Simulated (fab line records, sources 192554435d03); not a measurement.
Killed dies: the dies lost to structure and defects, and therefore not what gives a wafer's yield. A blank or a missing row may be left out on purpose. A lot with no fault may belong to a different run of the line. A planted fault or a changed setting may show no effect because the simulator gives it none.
A lot that was struck, set against a sound lot -- flow n5_finfet -- 37 out of 1938 route steps
Sound: wafers L644.1, L644.4, L644.5. Struck: wafer L654.6 (left out: L654.2, L654.5 of the same lot, which were not struck); the cause appears at the end.
Each step with rows lists, per side, the tool, then ch with its chambers, then its first start. Under that, the readings that differ: sound wafers -- struck wafers -- difference of the means -- sigmas: that difference in standard deviations of wafers without a fault.
alike: a reading whose means differ by less than 2 such deviations, as well as words and numbers matching on both sides. not compared: withheld readings; readings where some wafer has no value; bounds like >300 that might hide an equal value; numbers whose values overlap and for which the record gives no deviation.
The two part at a step that has a row with sigmas, a row that says differs or no value, or rows on one side only. Non-overlapping numbers with no deviation appear without sigmas and do not part them. A reading missing from all wafers of one side parts the sides only when that side holds two or more wafers.

first, 9 steps without rows for these wafers: N5_PMOS_HMC_CHANNEL_EPI_EXPOSE_06 (exposes mask PMOS HMC BLK, target cd 240 nm); N5_PMOS_HMC_CHANNEL_EPI_PEB_07 (peb time 60 s); N5_PMOS_HMC_CHANNEL_EPI_DEVELOP_08 (develop time 30 s); N5_PMOS_HMC_CHANNEL_EPI_DESCUM_14 (chemistry O2, time 7.9 s); N5_PMOS_HMC_CHANNEL_EPI_ETCH_32 (etches BARC in N2/H2, stops on SiO2, target depth 85.8 nm, time 50.3 s); N5_PMOS_HMC_CHANNEL_EPI_HM_OPEN_15 (chemistry CHF3/O2, target SiO2, target depth 40.6 nm, time 20.3 s); N5_PMOS_HMC_CHANNEL_EPI_STRIP_33 (strips in N2/H2); N5_PMOS_HMC_CHANNEL_EPI_STRIP_17 (strips in SPM, time 750 s); N5_PMOS_HMC_CHANNEL_EPI_ETCH_38 (etches SiO2 in CF4, target depth 1.5 nm).
N5_PMOS_HMC_CHANNEL_EPI_FIN_RECESS_16: chemistry HBr/Cl2, target Si, target depth 54 nm, time 18 s.
  sound on rie_si-03 ch 0,1,3, day 2 18:15; struck on rie_si-03 ch 0, day 5 06:31
reading,sound,struck,difference,sigmas
oes_product_au (a.u.),0.969 1.029 1.020,1.235,+0.229,+13
model.PMOS_HMC_CHANNEL_EPI.feature_depth_nm (nm),53.35 54.74 54.14,73.62,+19.54,
model.etch.depth_nm (nm),53.35 54.74 54.14,73.62,+19.54,
model.SiO2_of_PMOS_HMC_CHANNEL_EPI_HM_DEP_34.thk_nm (nm),29.82 30.59 30.64,28.8,-1.6,
  alike: drypump_motor_current_A, throttle_valve_pct
  not compared: rf_hours_counter_h
then, 1 step without rows for these wafers: N5_PMOS_HMC_CHANNEL_EPI_PRECLEAN_36 (cleans in O3/DIW, time 45 s).
N5_PMOS_HMC_CHANNEL_EPI_PRECLEAN_18: cleans in DHF, time 30 s.
  sound on wet_bench-01 ch 1,2,5, day 2 18:22; struck on wet_bench-02 ch 0, day 5 06:37
reading,sound,struck,difference,sigmas
model.SiO2_of_PMOS_HMC_CHANNEL_EPI_HM_DEP_34.thk_nm (nm),24.2 24.99 25.03,23.22,-1.52,
then, 5 steps without rows for these wafers: N5_PMOS_HMC_CHANNEL_EPI_SRD_19 (time 30 s); N5_PMOS_HMC_CHANNEL_EPI_EPI_20 (deposits SiGe30, target thk 59 nm); N5_PMOS_HMC_CHANNEL_EPI_HM_STRIP_35 (strips SiO2 in dHF, material SiO2, target depth 39.6 nm, time 216 s); N5_PMOS_HMC_CHANNEL_EPI_SRD_39 (time 30 s); N5_PMOS_HMC_CHANNEL_EPI_CMP_21 (polishes SiGe30, target thk 54 nm).
N5_PMOS_HMC_CHANNEL_EPI_THK_MEAS_22:
  sound on film_metro-02 at day 2 20:03; struck on film_metro-02 at day 5 09:15
reading,sound,struck,difference,sigmas
HMC_CMP_THK (nm),53.4 54.7 54.3,59.2,+5.1,+6
then, 17 steps without rows for these wafers: N5_PMOS_HMC_CHANNEL_EPI_PRECLEAN_40 (cleans in DHF, time 30 s); N5_PMOS_HMC_CHANNEL_EPI_PRECLEAN_37 (cleans in O3/DIW, time 45 s); N5_PMOS_HMC_CHANNEL_EPI_PRECLEAN_24 (cleans in DHF, time 30 s); N5_PMOS_HMC_CHANNEL_EPI_SRD_25 (time 30 s); N5_PMOS_HMC_CHANNEL_EPI_EPI_26 (deposits Si from SiH4/H2, target thk 3.8 nm, time 22.7 s); N5_FIN_SAQP_PRECLEAN_42 (cleans in O3/DIW, time 60 s); N5_FIN_SAQP_PRECLEAN_00 (cleans in SC1, time 60 s); N5_FIN_SAQP_PRECLEAN_44 (cleans in SC2, time 45 s); N5_FIN_SAQP_SRD_01 (time 30 s); N5_FIN_SAQP_ALD_61 (deposits SiO2, target thk 4 nm, pulse time 1 s, purge time 2 s); N5_FIN_SAQP_DENSIFY_62 (time 60 s); N5_FIN_SAQP_HM_DEP_03 (deposits SiNx from SiH4/NH3/N2, target thk 38 nm, time 33.6 s); N5_FIN_SAQP_PECVD_47 (deposits a-Si from SiH4/He, target thk 45 nm, time 36.3 s); N5_FIN_SAQP_PECVD_48 (deposits SiNx from SiH4/NH3/N2, target thk 25 nm, time 22.1 s); N5_FIN_SAQP_PECVD_06 (deposits a-Si from SiH4/He, target thk 60 nm, time 48.1 s); N5_FIN_SAQP_HM_DEP_72 (deposits SiO2 from SiH4/N2O, target thk 12 nm, time 7.2 s); N5_FIN_SAQP_COAT_49 (time 60 s, resist thk 100 nm).
-- a jump in the record: the struck wafers' starts before and after are 6 days apart (it breaks off in module FIN_SAQP and resumes in module BEOL_M4, where the first step shown is number 1111 of the route) --
N5_BEOL_M4_RC_MEAS_101:
  sound on prober-02 ch 0, day 9 14:47; struck on prober-01 ch 0, day 11 20:02
reading,sound,struck,difference,sigmas
DIBL_N (mV/V),34.7 36.5 35.1,32.1,-3.3,-2
IOFF_N (nA/um),0.129 0.174 0.143,0.091,-0.058,-2
RS_NWELL (ohm/sq),1041 1031 1039,1058,+21,+3
VT_N (mV),251 246 247,258,+10,+3
  alike: ION_N, SS_N
  not compared: CJ_P, DIBL_P, EOT_P, IGATE_P, IOFF_P, IOFF_P_85C, IOFF_P_LIN, IOFF_P_LONG, ION_P, RC_DENSE_P, RC_P, REXT_P, RS_SD_P, SS_P, VT_P, VT_P_LONG, VT_P_LVT
-- record jumps: 4 days separate the struck wafers' starts on either side; left off in module BEOL_M4, taken up again in module PASSIVATION, whose first shown step is the route's number 1936 --
N5_PASSIVATION_PROBE_49:
  sound on prober-01 at day 14 01:23; struck on prober-02 at day 15 21:45
reading,sound,struck,difference,sigmas
sort_bin_4_leakage (%),0 0 0,91.95,+91.95,
sort_n_pass,1109 1081 1074,0,-1088,-60
sort_yield_pct (%),94.0 91.6 91.0,0,-92,-61
  alike: defect_limited_yield, killed_at_M0_to_M3, killed_at_M4_up, killed_at_contacts, killed_at_front_end, killed_at_other, killed_dies, killed_on_rim, killed_open, killed_short, sort_bin_5_function, sort_bin_6_memory

## WHERE THEY PART
Last at N5_PASSIVATION_PROBE_49 as far as this record goes, first at N5_PMOS_HMC_CHANNEL_EPI_FIN_RECESS_16.

WHY: what had been put in by the simulator
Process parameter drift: rie_si-03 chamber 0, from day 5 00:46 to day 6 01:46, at N5_PMOS_HMC_CHANNEL_EPI_FIN_RECESS_16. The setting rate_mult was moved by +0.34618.
